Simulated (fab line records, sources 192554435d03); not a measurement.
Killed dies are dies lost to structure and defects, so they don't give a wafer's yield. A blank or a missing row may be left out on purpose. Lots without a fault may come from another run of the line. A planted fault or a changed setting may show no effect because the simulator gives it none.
Chamber matching | flow n5_finfet | N5_SDB_CMP_30 on cmp-04: 4 sister chambers
The step polishes, stops on poly-Si, t overpolish 1.54 s, target thk 30 nm. 4 wafers are shown with their chamber, then 11 later ones without.

WAFERS WITH THEIR CHAMBER
wafer  | chamber | motor_current_A (A)
L092.1 | 2       | 12.4
L092.2 | 1       | 14.5
L092.5 | 0       | 11.6
L093.1 | 3       | 13.6

WAFERS WITHOUT THEIR CHAMBER
wafer  | motor_current_A (A)
L093.4 | 12.1
L093.5 | 12.1
L094.1 | 13.9
L094.5 | 13.9
L094.6 | 12.8
L096.3 | 11.8
L096.4 | 13.5
L096.6 | 12.1
L097.3 | 11.6
L097.4 | 13.1
L097.5 | 13.9

WHICH CHAMBER EACH WENT THROUGH
wafer  | from the rows above     | in truth
L093.4 | can't be placed: 2 or 0 | 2
L093.5 | can't be placed: 2 or 0 | 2
L094.1 | can't be placed: 3 or 1 | 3
L094.5 | can't be placed: 3 or 1 | 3
L094.6 | can't be placed: 2 or 3 | 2
L096.3 | can't be placed: 0 or 2 | 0
L096.4 | 3                       | 3
L096.6 | can't be placed: 2 or 0 | 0
L097.3 | 0                       | 0
L097.4 | can't be placed: 3 or 2 | 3
L097.5 | can't be placed: 3 or 1 | 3
Placed correctly: 2 of 11. Can't be placed from these rows: 9 (the true chamber is among the candidates in 9). Placed wrongly: 0.
How it was worked out, from the rows above alone: a wafer's distance from a chamber is the root of the sum, over the readings, of the square of ((its reading less the chamber's mean) divided by the reading's scatter). The wafer belongs to the nearest chamber; if the next one is less than 2 further off, it can't be placed. A chamber's mean is the mean of its shown wafers. The scatter: with one shown wafer a chamber, the root of the mean of the squares of how far each hidden wafer lies from its nearest shown one.
